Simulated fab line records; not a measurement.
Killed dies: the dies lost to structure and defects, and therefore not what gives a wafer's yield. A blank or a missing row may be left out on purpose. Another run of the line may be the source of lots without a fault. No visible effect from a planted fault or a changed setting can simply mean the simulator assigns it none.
Matching of chambers / flow nand-harc / rie-diel-01 running NHARC_P_GATE_DESCUM_48: 4 sister chambers
The step chemistry O2, time 3 s. 14 wafers are shown with their chamber, then 7 later ones without.

## WAFERS PAIRED WITH THEIR CHAMBERS
wafer=L438.3; chamber=3; drypump-motor-current-A (A)=6.2; showerhead-plenum-p-Torr (Torr)=1.87; oes-product-au (a.u.)=1.003
wafer=L438.4; chamber=2; drypump-motor-current-A (A)=5.1; showerhead-plenum-p-Torr (Torr)=1.87; oes-product-au (a.u.)=1.015
wafer=L438.5; chamber=0; drypump-motor-current-A (A)=5.6; showerhead-plenum-p-Torr (Torr)=1.91; oes-product-au (a.u.)=0.999
wafer=L441.1; chamber=1; drypump-motor-current-A (A)=5.4; showerhead-plenum-p-Torr (Torr)=2.01; oes-product-au (a.u.)=1.004
wafer=L441.2; chamber=2; drypump-motor-current-A (A)=5.1; showerhead-plenum-p-Torr (Torr)=1.86; oes-product-au (a.u.)=1.009
wafer=L441.5; chamber=3; drypump-motor-current-A (A)=6.2; showerhead-plenum-p-Torr (Torr)=1.87; oes-product-au (a.u.)=1.002
wafer=L451.2; chamber=3; drypump-motor-current-A (A)=6.2; showerhead-plenum-p-Torr (Torr)=1.87; oes-product-au (a.u.)=0.995
wafer=L451.4; chamber=1; drypump-motor-current-A (A)=5.4; showerhead-plenum-p-Torr (Torr)=2.01; oes-product-au (a.u.)=0.995
wafer=L451.6; chamber=0; drypump-motor-current-A (A)=5.6; showerhead-plenum-p-Torr (Torr)=1.91; oes-product-au (a.u.)=0.987
wafer=L454.2; chamber=0; drypump-motor-current-A (A)=5.7; showerhead-plenum-p-Torr (Torr)=1.90; oes-product-au (a.u.)=1.004
wafer=L454.5; chamber=2; drypump-motor-current-A (A)=5.1; showerhead-plenum-p-Torr (Torr)=1.86; oes-product-au (a.u.)=1.009
wafer=L454.6; chamber=1; drypump-motor-current-A (A)=5.4; showerhead-plenum-p-Torr (Torr)=2.01; oes-product-au (a.u.)=1.005
wafer=L455.2; chamber=0; drypump-motor-current-A (A)=5.7; showerhead-plenum-p-Torr (Torr)=1.90; oes-product-au (a.u.)=0.985
wafer=L455.3; chamber=1; drypump-motor-current-A (A)=5.4; showerhead-plenum-p-Torr (Torr)=2.01; oes-product-au (a.u.)=0.997

SIGNATURES (means of the wafers above)
reading=drypump-motor-current-A; chamber 0=5.650; chamber 1=5.400; chamber 2=5.100; chamber 3=6.200; scatter within a chamber=0.0316
reading=showerhead-plenum-p-Torr; chamber 0=1.9050; chamber 1=2.0100; chamber 2=1.8633; chamber 3=1.8700; scatter within a chamber=0.00408
reading=oes-product-au; chamber 0=0.99375; chamber 1=1.00025; chamber 2=1.01100; chamber 3=1.00000; scatter within a chamber=0.00626
Rule: for a wafer and a chamber, the distance is found by dividing, reading by reading, the gap between the wafer's reading and the chamber's mean by the reading's scatter, squaring, summing and taking the root. The wafer belongs to the nearest chamber; if the next one is less than 2 further off, it can't be placed. The scatter: take each reading less its chamber's mean, square it, sum over the shown wafers, divide by the number of wafers less the number of chambers, and take the root.

## WAFERS WITH NO CHAMBER GIVEN
wafer=L455.6; drypump-motor-current-A (A)=5.4; showerhead-plenum-p-Torr (Torr)=2.01; oes-product-au (a.u.)=1.007
wafer=L458.1; drypump-motor-current-A (A)=6.2; showerhead-plenum-p-Torr (Torr)=1.86; oes-product-au (a.u.)=0.997
wafer=L458.2; drypump-motor-current-A (A)=5.7; showerhead-plenum-p-Torr (Torr)=1.90; oes-product-au (a.u.)=0.996
wafer=L458.3; drypump-motor-current-A (A)=5.1; showerhead-plenum-p-Torr (Torr)=1.86; oes-product-au (a.u.)=1.002
wafer=L461.2; drypump-motor-current-A (A)=6.2; showerhead-plenum-p-Torr (Torr)=1.86; oes-product-au (a.u.)=1.003
wafer=L461.4; drypump-motor-current-A (A)=5.7; showerhead-plenum-p-Torr (Torr)=1.90; oes-product-au (a.u.)=0.996
wafer=L461.6; drypump-motor-current-A (A)=5.4; showerhead-plenum-p-Torr (Torr)=2.00; oes-product-au (a.u.)=1.016

## WHICH CHAMBER EACH ONE RAN IN
wafer=L455.6; from the rows above=1; in truth=1
wafer=L458.1; from the rows above=3; in truth=3
wafer=L458.2; from the rows above=0; in truth=0
wafer=L458.3; from the rows above=2; in truth=2
wafer=L461.2; from the rows above=3; in truth=3
wafer=L461.4; from the rows above=0; in truth=0
wafer=L461.6; from the rows above=1; in truth=1
Correct placement for 7 of the 7. From these rows, 0 cannot be placed. 0 placed wrongly.
